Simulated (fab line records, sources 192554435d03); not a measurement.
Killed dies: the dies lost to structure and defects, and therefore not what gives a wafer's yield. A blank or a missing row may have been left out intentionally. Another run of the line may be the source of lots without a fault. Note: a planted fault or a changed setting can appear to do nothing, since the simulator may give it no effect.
Split-lot experiment / flow n5Finfet / 7 lots, 21 wafers read, on a route of 1938 steps

## ABOUT THE SPLIT
At N5_BEOL_M7_COAT_60 (time 60 s, resist thk 35 nm), the setting spinRpm was moved away from the recipe's 1500 rpm on 3 of the 21 wafers read, by -8.1% to +3.7%. All remaining wafers had this setting at the recipe value.

The split's own step is where the reading is taken.

## THE READING
SiARC_of_BEOL_M7_COAT_60.thkNm (the simulator's own value, which no gauge read), in nm, at N5_BEOL_M7_COAT_60 (time 60 s, resist thk 35 nm). The file does not state a usual value for it. Average 35.1 nm, standard deviation 0.094 nm, over the 18 wafers here run with the recipe.

wafer=L076.1; tool, chamber at the split=lithoTrack-03, 0; spinRpm as run, rpm=1500; against the recipe=recipe; SiARC_of_BEOL_M7_COAT_60.thkNm, nm=35.2; against lot-mates on the recipe=-
wafer=L076.6; tool, chamber at the split=lithoTrack-03, 0; spinRpm as run, rpm=1500; against the recipe=recipe; SiARC_of_BEOL_M7_COAT_60.thkNm, nm=35.2; against lot-mates on the recipe=-
wafer=L076.5; tool, chamber at the split=lithoTrack-03, 0; spinRpm as run, rpm=1555; against the recipe=+3.7%; SiARC_of_BEOL_M7_COAT_60.thkNm, nm=34.4; against lot-mates on the recipe=-0.8
wafer=L080.2; tool, chamber at the split=lithoTrack-05, 0; spinRpm as run, rpm=1500; against the recipe=recipe; SiARC_of_BEOL_M7_COAT_60.thkNm, nm=35; against lot-mates on the recipe=-
wafer=L080.5; tool, chamber at the split=lithoTrack-05, 0; spinRpm as run, rpm=1500; against the recipe=recipe; SiARC_of_BEOL_M7_COAT_60.thkNm, nm=35; against lot-mates on the recipe=-
wafer=L080.4; tool, chamber at the split=lithoTrack-05, 0; spinRpm as run, rpm=1439; against the recipe=-4.1%; SiARC_of_BEOL_M7_COAT_60.thkNm, nm=35.8; against lot-mates on the recipe=+0.8
wafer=L081.2; tool, chamber at the split=lithoTrack-03, 0; spinRpm as run, rpm=1500; against the recipe=recipe; SiARC_of_BEOL_M7_COAT_60.thkNm, nm=35; against lot-mates on the recipe=-
wafer=L081.3; tool, chamber at the split=lithoTrack-03, 0; spinRpm as run, rpm=1500; against the recipe=recipe; SiARC_of_BEOL_M7_COAT_60.thkNm, nm=35; against lot-mates on the recipe=-
wafer=L081.4; tool, chamber at the split=lithoTrack-03, 0; spinRpm as run, rpm=1500; against the recipe=recipe; SiARC_of_BEOL_M7_COAT_60.thkNm, nm=35; against lot-mates on the recipe=-
wafer=L084.3; tool, chamber at the split=lithoTrack-05, 0; spinRpm as run, rpm=1500; against the recipe=recipe; SiARC_of_BEOL_M7_COAT_60.thkNm, nm=35.2; against lot-mates on the recipe=-
wafer=L084.6; tool, chamber at the split=lithoTrack-05, 0; spinRpm as run, rpm=1500; against the recipe=recipe; SiARC_of_BEOL_M7_COAT_60.thkNm, nm=35.2; against lot-mates on the recipe=-
wafer=L084.5; tool, chamber at the split=lithoTrack-05, 0; spinRpm as run, rpm=1500; against the recipe=recipe; SiARC_of_BEOL_M7_COAT_60.thkNm, nm=35; against lot-mates on the recipe=-
wafer=L091.1; tool, chamber at the split=lithoTrack-05, 0; spinRpm as run, rpm=1500; against the recipe=recipe; SiARC_of_BEOL_M7_COAT_60.thkNm, nm=35; against lot-mates on the recipe=-
wafer=L091.4; tool, chamber at the split=lithoTrack-05, 0; spinRpm as run, rpm=1500; against the recipe=recipe; SiARC_of_BEOL_M7_COAT_60.thkNm, nm=35.2; against lot-mates on the recipe=-
wafer=L091.5; tool, chamber at the split=lithoTrack-05, 0; spinRpm as run, rpm=1500; against the recipe=recipe; SiARC_of_BEOL_M7_COAT_60.thkNm, nm=35.2; against lot-mates on the recipe=-
wafer=L093.3; tool, chamber at the split=lithoTrack-04, 0; spinRpm as run, rpm=1500; against the recipe=recipe; SiARC_of_BEOL_M7_COAT_60.thkNm, nm=35; against lot-mates on the recipe=-
wafer=L093.5; tool, chamber at the split=lithoTrack-04, 0; spinRpm as run, rpm=1500; against the recipe=recipe; SiARC_of_BEOL_M7_COAT_60.thkNm, nm=35; against lot-mates on the recipe=-
wafer=L093.6; tool, chamber at the split=lithoTrack-04, 0; spinRpm as run, rpm=1379; against the recipe=-8.1%; SiARC_of_BEOL_M7_COAT_60.thkNm, nm=36.4; against lot-mates on the recipe=+1.4
wafer=L094.1; tool, chamber at the split=lithoTrack-04, 0; spinRpm as run, rpm=1500; against the recipe=recipe; SiARC_of_BEOL_M7_COAT_60.thkNm, nm=35; against lot-mates on the recipe=-
wafer=L094.2; tool, chamber at the split=lithoTrack-04, 0; spinRpm as run, rpm=1500; against the recipe=recipe; SiARC_of_BEOL_M7_COAT_60.thkNm, nm=35; against lot-mates on the recipe=-
wafer=L094.5; tool, chamber at the split=lithoTrack-04, 0; spinRpm as run, rpm=1500; against the recipe=recipe; SiARC_of_BEOL_M7_COAT_60.thkNm, nm=35; against lot-mates on the recipe=-

THE FIT
A straight line over all 21 wafers: SiARC_of_BEOL_M7_COAT_60.thkNm changes by -0.17 nm for each +1% of spinRpm; r = -0.97; the points scatter about the line by 0.093 nm.
The same after taking each lot's own level away (the mean of its wafers on the recipe; 21 wafers): -0.185 nm for each +1%; r = -0.99; scatter 0.064 nm.
That fit puts the effect of the largest move of spinRpm on the reading at 1.5 nm.
Measured against the standard deviation above, the lots' own levels, which go from 35.00 to 35.20 nm, span 2.1 times it.
So the lot-to-lot level changes the slope little: the two slopes agree.
Check: for one of the wafers moved furthest among these (-8.1%), held out of the fit, the line's prediction against its lot-mates is +1.66 nm. Against them it came out at +1.4 nm.

## OTHER SPLITS ON THESE WAFERS
Other splits were also applied to these wafers ahead of the reading. Each is held against what the fit with the lots' levels taken away leaves over:
other split on the same wafers=N5_BEOL_M0_CUTY_ETCH_63 sourceW; wafers away from the commonest value=8; r with SiARC_of_BEOL_M7_COAT_60.thkNm (lot level and that fit taken away)=+0.03
other split on the same wafers=N5_BEOL_M2_ETCH_69 biasW; wafers away from the commonest value=5; r with SiARC_of_BEOL_M7_COAT_60.thkNm (lot level and that fit taken away)=+0.23
other split on the same wafers=N5_BEOL_M4_COAT_62 spinRpm; wafers away from the commonest value=3; r with SiARC_of_BEOL_M7_COAT_60.thkNm (lot level and that fit taken away)=-0.11
other split on the same wafers=N5_BEOL_M5_ETCH_68 biasW; wafers away from the commonest value=9; r with SiARC_of_BEOL_M7_COAT_60.thkNm (lot level and that fit taken away)=-0.18
other split on the same wafers=N5_BEOL_M5_TRENCH_ETCH_37 timeS; wafers away from the commonest value=10; r with SiARC_of_BEOL_M7_COAT_60.thkNm (lot level and that fit taken away)=+0.18
other split on the same wafers=N5_BEOL_M6_ETCH_62 biasW; wafers away from the commonest value=8; r with SiARC_of_BEOL_M7_COAT_60.thkNm (lot level and that fit taken away)=-0.17
other split on the same wafers=N5_BEOL_M6_EXPOSE_25 doseMj; wafers away from the commonest value=3; r with SiARC_of_BEOL_M7_COAT_60.thkNm (lot level and that fit taken away)=-0.08

## THE FILE'S OWN FIT
SiARC_of_BEOL_M7_COAT_60.thkNm changes by -0.184 nm for each +1% of spinRpm, r = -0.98.
